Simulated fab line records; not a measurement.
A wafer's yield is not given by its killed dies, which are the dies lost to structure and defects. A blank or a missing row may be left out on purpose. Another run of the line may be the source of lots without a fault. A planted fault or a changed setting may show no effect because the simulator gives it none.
fab line records	flow nand_harc	part 2 of 2: steps 5 to 6 of 6
record: lots: 21	wafers: 63	last_day: 33
route steps=1302 shown A_CHANNEL_FILL_D2@621 A_STAIRCASE@672
lots with no fault: from the same line, run without faults
start_h: the number of hours between the record's first day and the start of the first shown wafer of the lot	wait_h: time in hours since the lot's previous step	" repeats the value in the row above	L1.1+2: a row that stands for several wafers	- no value, or no start was given	* or withheld: withheld	< > ~ a bound
route shown NAME@n: names a module that has steps shown in the file, with the first one's number in the route	usual: mean/standard deviation taken from wafers without a fault	same: alike in all rows	chamber/n: place in a boat	sites: per-site readings	_std_site: the values' standard deviation	_edge_site: outer sites' mean less inner sites'	radius_mm: how far each site lies from the wafer's centre	mask NAME#n: copy n	behind: the tool/chamber that last shaped the wafer	hold: what put the lot on hold/how long, in hours/how the hold closed	device: whichever transistor did not switch (one of n, p or np)	end of line: the tests these same wafers got at the end of their route	for a step that has no rows: nothing shown but its recipe	killed: dies lost to structure and defects at the first sort, not the wafer's yield	map: shows each die of a wafer: x if killed, . if not, _ if none is there
set.NAME: the run value of the setting; set.NAME@STEP: its run value at that earlier step	model.NAME: the simulator's own value behind a step, which no gauge read
a sample of lots followed through the steps of the route, with each step as a table and each wafer as a row
services: a tool's chamber out of use, with start hour (start_h, from the record's first day; less than 0 if before it), hours out, and reason
== steps ==
step: NHARC_A_STAIRCASE_TRIM_198
recipe: time_s: 211.2	o2_flow_sccm: 500	ar_flow_sccm: 0	bias_w: 0	chemistry: O2
usual: chamber_pressure_mTorr: 59.99/0.056	drypump_motor_current_A: 5.9/0.35	oes_product_au: 0.996/0.0089	rf_vpp_V: 57.8/0.86	showerhead_plenum_p_Torr: 3.56/0.16	throttle_valve_pct: 17.037/0.0088
lot.wafer	tool	chamber	start_h	wait_h	chamber_pressure_mTorr	drypump_motor_current_A	oes_product_au	rf_hours_counter_h	rf_vpp_V	showerhead_plenum_p_Torr	throttle_valve_pct
L074.1	rie_diel-03	1	-	-	60.07	6.1	1.016	30	57.6	3.35	17.038
L074.5	"	0	"	"	59.98	6.3	1.003	-	56.9	3.39	17.033
L074.6	"	1	"	"	60.09	6.0	1.021	-	57.8	3.36	17.034
L075.1	rie_diel-02	0	-	-	60.02	5.6	1.006	39	58.0	3.54	17.050
L075.5	"	0	"	"	59.96	5.6	0.994	-	57.1	3.53	17.034
L075.6	"	1	"	"	60.00	5.8	1.011	-	58.9	3.68	17.050
L076.3	rie_diel-02	3	-	-	60.10	5.8	0.978	51	56.9	3.78	17.040
L076.6	"	3	"	"	59.97	5.8	0.987	-	57.9	3.78	17.035
L076.5	"	0	"	"	60.05	5.6	1.002	-	59.9	3.53	17.035
L077.4	rie_diel-02	1	-	-	60.00	5.8	1.009	40	58.5	3.68	17.035
L077.1	"	0	"	"	60.01	5.6	0.996	45	58.8	3.53	17.029
L077.6	"	1	"	"	59.99	5.8	1.013	-	59.3	3.68	17.023
L078.1	rie_diel-03	0	-	-	59.90	6.4	0.999	40	57.2	3.38	17.030
L078.4	"	3	"	"	60.02	6.3	1.004	26	56.7	3.46	17.040
L078.5	"	1	"	"	60.01	6.1	1.015	-	57.2	3.35	17.032
L080.2	rie_diel-02	2	-	-	60.07	5.5	0.992	5	56.9	3.43	17.032
L080.3	"	3	"	"	60.04	5.8	0.990	7	58.9	3.77	17.048
L080.4	"	0	"	"	59.90	5.6	1.000	6	57.6	3.53	17.032
L081.4	rie_diel-02	2	-	-	59.99	5.6	1.002	9	57.8	3.43	17.029
L081.3	"	3	"	"	59.96	5.8	0.989	11	57.9	3.77	17.042
L081.6	"	2	"	"	59.90	5.5	1.010	-	57.1	3.43	17.025
L083.1	rie_diel-03	0	-	-	60.01	6.3	0.990	56	58.1	3.37	17.038
L083.2	"	2	"	"	59.94	6.7	0.991	58	56.9	3.77	17.024
L083.5	"	0	"	"	60.09	6.3	1.003	-	58.4	3.37	17.039
L084.3	rie_diel-02	2	-	-	59.98	5.6	0.995	24	57.9	3.42	17.046
L084.2	"	3	"	"	59.95	5.8	0.979	28	57.8	3.76	17.036
L084.6	"	0	"	"	59.99	5.6	0.986	-	57.5	3.52	17.035
L085.4	rie_diel-02	3	-	-	59.92	5.8	0.989	31	58.5	3.76	17.019
L085.5	"	2	"	"	59.97	5.5	0.991	-	58.7	3.42	17.043
L085.6	"	3	"	"	59.95	5.8	0.983	-	59.0	3.76	17.040
L086.3	rie_diel-02	1	-	-	59.92	5.8	1.001	28	57.3	3.67	17.041
L086.6	"	3	"	"	59.95	5.8	0.988	-	58.3	3.76	17.042
L086.5	"	0	"	"	60.16	5.6	0.982	-	59.2	3.51	17.018
L087.4	rie_diel-11	3	-	-	60.00	6.5	0.996	15	57.8	3.77	17.050
L087.3	"	1	"	"	59.99	5.6	1.010	17	58.1	3.48	17.040
L087.5	"	2	"	"	59.94	5.7	1.000	-	56.3	3.29	17.042
L089.1	rie_diel-02	2	-	-	59.95	5.5	1.002	37	58.9	3.41	17.029
L089.4	"	0	"	"	60.06	5.7	0.991	36	58.0	3.51	17.043
L089.6	"	2	"	"	59.96	5.6	0.993	-	56.5	3.41	17.050
L088.4	rie_diel-03	3	-	-	60.07	6.3	0.996	10	56.4	3.44	17.040
L088.2	"	2	"	"	59.99	6.7	0.996	9	57.8	3.77	17.038
L088.5	"	0	"	"	59.97	6.4	1.007	-	56.5	3.37	17.050
L091.1	rie_diel-02	2	-	-	60.00	5.6	0.996	44	58.3	3.41	17.047
L091.3	"	0	"	"	60.01	5.6	0.996	47	57.6	3.51	17.035
L091.6	"	2	"	"	60.00	5.6	0.998	-	59.1	3.41	17.030
L090.3	rie_diel-11	3	-	-	59.96	6.5	0.984	27	59.8	3.76	17.036
L090.6	"	3	"	"	60.00	6.5	0.987	-	57.0	3.76	17.042
L090.5	"	0	"	"	59.95	5.8	0.983	-	58.3	3.53	17.031
L093.1	rie_diel-02	3	-	-	60.03	5.8	0.992	57	57.4	3.74	17.041
L093.2	"	1	"	"	59.97	5.8	1.005	53	57.8	3.65	17.041
L093.3	"	2	"	"	59.99	5.5	0.999	55	57.2	3.40	17.052
L094.4	rie_diel-03	3	-	-	59.93	6.3	0.997	32	58.1	3.43	17.024
L094.6	"	2	"	"	60.01	6.7	0.983	-	57.6	3.75	17.046
L094.5	"	3	"	"	59.97	6.3	0.977	-	56.5	3.43	17.042
L095.2	rie_diel-11	0	-	-	60.04	5.8	0.994	43	57.5	3.52	17.036
L095.4	"	1	"	"	60.03	5.5	0.998	43	58.6	3.46	17.048
L095.1	"	2	"	"	60.06	5.7	1.008	42	57.6	3.27	17.045
L096.3	rie_diel-02	0	-	-	60.02	5.6	0.993	1	58.0	3.50	17.034
L096.4	"	1	"	"	59.87	5.8	0.996	2	59.6	3.65	17.032
L096.5	"	0	"	"	60.00	5.6	0.998	-	58.8	3.50	17.053
L097.4	rie_diel-11	1	-	-	60.00	5.5	0.989	49	58.7	3.46	17.023
L097.6	"	2	"	"	60.00	5.7	1.010	-	56.6	3.27	17.035
L097.5	"	3	"	"	60.00	6.5	0.990	-	58.3	3.75	17.049
step: NHARC_A_STAIRCASE_ETCH_223
recipe: target_depth_a: 1000	time_s: 40.5	ion_energy_ev: 400	c4f8_flow_sccm: 20	o2_flow_sccm: 10	ar_flow_sccm: withheld	rf_w: 600	bias_w: 1000	chemistry: C4F8/O2
usual: chamber_pressure_mTorr: 25.000/0.022	oes_product_au: 0.939/0.011	rf_vpp_V: 896/6
lot.wafer	tool	chamber	start_h	wait_h	chamber_pressure_mTorr	oes_product_au	rf_hours_counter_h	rf_vpp_V
L074.1	rie_diel-02	3	-	-	25.051	0.934	44	906
L074.6	"	2	"	"	25.005	0.927	-	894
L074.5	"	3	"	"	24.979	0.934	-	905
L075.1	rie_diel-02	0	-	-	25.017	0.932	39	894
L075.5	"	3	"	"	24.974	0.912	-	906
L075.6	"	0	"	"	24.959	0.930	-	895
L076.3	rie_diel-11	2	-	-	25.008	0.938	42	888
L076.5	"	0	"	"	25.009	0.958	-	897
L076.6	"	1	"	"	25.009	0.961	-	894
L077.4	rie_diel-03	3	-	-	25.039	0.939	23	893
L077.1	"	1	"	"	25.039	0.935	38	890
L077.6	"	3	"	"	25.030	0.929	-	893
L078.1	rie_diel-03	3	-	-	25.004	0.942	27	893
L078.4	"	0	"	"	24.978	0.940	41	891
L078.5	"	3	"	"	25.016	0.943	-	893
L080.3	rie_diel-02	1	-	-	24.973	0.958	5	901
L080.2	"	2	"	"	24.975	0.954	6	892
L080.4	"	3	"	"	24.983	0.948	7	906
L081.3	rie_diel-02	0	-	-	25.010	0.942	12	897
L081.4	"	2	"	"	25.014	0.938	10	892
L081.6	"	0	"	"	25.009	0.930	-	895
L083.1	rie_diel-03	2	-	-	25.018	0.941	59	904
L083.2	"	0	"	"	25.008	0.938	56	890
L083.5	"	2	"	"	25.003	0.937	-	905
L084.2	rie_diel-02	1	-	-	25.037	0.938	22	901
L084.3	"	3	"	"	25.013	0.938	29	906
L084.6	"	2	"	"	24.986	0.942	-	891
L085.4	rie_diel-11	1	-	-	24.980	0.949	16	895
L085.6	"	0	"	"	24.997	0.947	-	896
L085.5	"	1	"	"	25.004	0.945	-	894
L086.3	rie_diel-11	3	-	-	24.982	0.941	16	905
L086.6	"	3	"	"	25.019	0.936	-	904
L086.5	"	0	"	"	25.010	0.934	-	896
L087.4	rie_diel-03	3	-	-	25.028	0.929	6	893
L087.3	"	0	"	"	25.001	0.948	6	890
L087.5	"	2	"	"	24.997	0.931	-	903
L089.1	rie_diel-02	2	-	-	24.974	0.943	38	893
L089.4	"	3	"	"	25.007	0.930	38	903
L089.6	"	2	"	"	25.015	0.947	-	892
L088.2	rie_diel-03	2	-	-	24.987	0.943	9	904
L088.4	"	3	"	"	24.998	0.943	11	893
L088.5	"	1	"	"	24.990	0.942	-	889
L091.3	rie_diel-11	1	-	-	24.976	0.934	29	894
L091.1	"	3	"	"	25.024	0.922	27	905
L091.6	"	1	"	"	25.008	0.934	-	894
L090.3	rie_diel-03	1	-	-	24.974	0.957	19	888
L090.5	"	1	"	"	25.017	0.965	-	889
L090.6	"	2	"	"	25.019	0.922	-	904
L093.2	rie_diel-02	1	-	-	25.007	0.968	54	901
L093.1	"	2	"	"	25.015	0.943	55	891
L093.3	"	0	"	"	24.991	0.943	57	895
L094.4	rie_diel-03	3	-	-	25.005	0.922	33	893
L094.5	"	1	"	"	24.976	0.941	-	888
L094.6	"	2	"	"	24.988	0.923	-	903
L095.1	rie_diel-11	2	-	-	25.006	0.940	44	887
L095.2	"	3	"	"	24.985	0.927	44	906
L095.4	"	0	"	"	25.023	0.920	45	898
L096.4	rie_diel-11	3	-	-	24.963	0.935	48	904
L096.3	"	0	"	"	24.995	0.944	49	895
L096.5	"	0	"	"	25.003	0.950	-	895
L097.4	rie_diel-03	1	-	-	25.011	0.933	42	888
L097.6	"	3	"	"	24.985	0.927	-	892
L097.5	"	0	"	"	25.003	0.940	-	890
== services ==
tool	chamber	start_h	hours	kind
rie_diel-03	3	308.78	29.7	repair
rie_diel-12	3	313.86	5.0	repair
cmp-04	-	315.89	1.5	repair
rie_diel-02	2	322.23	13.7	repair
cmp-04	-	324.19	4.0	pm
cmp-04	-	337.83	2.2	repair
rie_diel-13	-	342.00	9.0	pm
rie_diel-12	1	360.75	5.7	repair
cmp-04	-	361.22	7.4	repair
cmp-04	-	375.65	2.1	repair
rie_diel-02	-	393.88	9.0	pm
rie_diel-12	1	401.38	16.1	repair
cmp-04	-	422.35	4.0	pm
rie_diel-11	0	426.88	5.3	repair
rie_diel-11	-	432.53	9.0	pm
rie_diel-03	1	437.05	22.3	repair
rie_diel-12	-	445.42	9.0	pm
rie_diel-03	-	458.43	9.0	pm
rie_diel-11	2	480.26	1.8	repair
rie_diel-12	0	486.85	2.8	repair
rie_diel-02	3	492.94	4.1	repair
rie_diel-12	2	545.47	1.6	repair
rie_diel-03	0	558.29	5.3	repair
rie_diel-02	-	570.93	9.0	pm
